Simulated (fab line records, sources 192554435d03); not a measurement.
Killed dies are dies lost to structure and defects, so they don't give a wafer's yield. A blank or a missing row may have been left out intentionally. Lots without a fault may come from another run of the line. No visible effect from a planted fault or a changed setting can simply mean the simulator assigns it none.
What tool caused it? ; flow n5Finfet ; 11 lots with 30 wafers sampled at 3 steps, on a route of 1938 steps

WHAT THE GAUGES SHOWED, per wafer
N5_PASSIVATION_OVL_MEAS_66.
lot;measured;on;PASS_OPEN_OVL (nm)
L244;day 11 23:28;overlay-02;5 1 -2
L246;day 12 12:56;overlay-02;5 -1
L245;day 12 20:24;overlay-02;5 -2 -3
L252;day 13 21:31;overlay-02;-7 2 -2
L253;day 15 03:28;overlay-01;-15 -5 -7
L258;day 15 17:58;overlay-01;1 -3
L262;day 18 09:31;overlay-01;-6 -6 -4
L264;day 17 13:16;overlay-02;-1 -5 5
L261;day 17 20:41;overlay-02;-5 -7
L265;day 18 13:10;overlay-01;-1 0 4
L266;day 18 21:08;overlay-01;-3 -2 -1

WHAT TOOL EACH LOT RAN ON (gives the tool, then ch and the chambers of the sampled wafers, and finally the start)
lot;N5_BEOL_M6_ETCH_66;N5_PASSIVATION_AL_ETCH_33
L244;rieDiel-02 ch 1,2, day 8 17:44;rieMetal-02 ch 1, day 11 21:52
L246;rieDiel-02 ch 1,2, day 9 06:42;rieMetal-02 ch 0,1, day 12 11:35
L245;rieDiel-05 ch 0,3, day 9 10:25;rieMetal-01 ch 0,1, day 12 18:49
L252;rieDiel-02 ch 0,2,3, day 10 16:14;rieMetal-03 ch 0,1, day 13 19:55
L253;rieDiel-02 ch 0,1,3, day 11 07:20;rieMetal-01 ch 0,1, day 15 01:52
L258;rieDiel-01 ch 0,2, day 12 12:43;rieMetal-03 ch 1, day 15 16:23
L262;rieDiel-05 ch 0,2,3, day 13 23:05;rieMetal-02 ch 0,1, day 18 07:47
L264;rieDiel-01 ch 1,2,3, day 14 05:35;rieMetal-02 ch 0,1, day 17 11:24
L261;rieDiel-02 ch 0,2, day 14 13:49;rieMetal-01 ch 0,1, day 17 18:59
L265;rieDiel-02 ch 0,3, day 14 19:35;rieMetal-03 ch 0,1, day 18 11:26
L266;rieDiel-02 ch 1,2, day 15 12:05;rieMetal-01 ch 0,1, day 18 19:17
- N5_BEOL_M6_ETCH_66: etches SOC in N2/H2, target depth 80 nm, overetch 16 nm, time 120 s.
- N5_PASSIVATION_AL_ETCH_33: etches Al in Cl2/BCl3, stops on TaN, target depth 2800 nm, time 466.7 s.

THE ANSWER, worked out from the rows above alone
Rule: the usual values come from the lots themselves. Put in order of their means at a reading, lots are off if they are a third of the lots or fewer, leave a main group of 4 or more, and stand apart from it by a gap of 3 or more times the standard deviation of the main group's means; of several such gaps the widest counts. If all means in a main group match to the digits the tables above print for the reading, that group is not used. A lot without any number at a reading at which 4 lots or more have one is off too. Where the step has rows for the other lots, those lots are counted as sound.
None of the lots is off at any reading shown; this tells nothing.

WHAT THE SIMULATOR PUT IN
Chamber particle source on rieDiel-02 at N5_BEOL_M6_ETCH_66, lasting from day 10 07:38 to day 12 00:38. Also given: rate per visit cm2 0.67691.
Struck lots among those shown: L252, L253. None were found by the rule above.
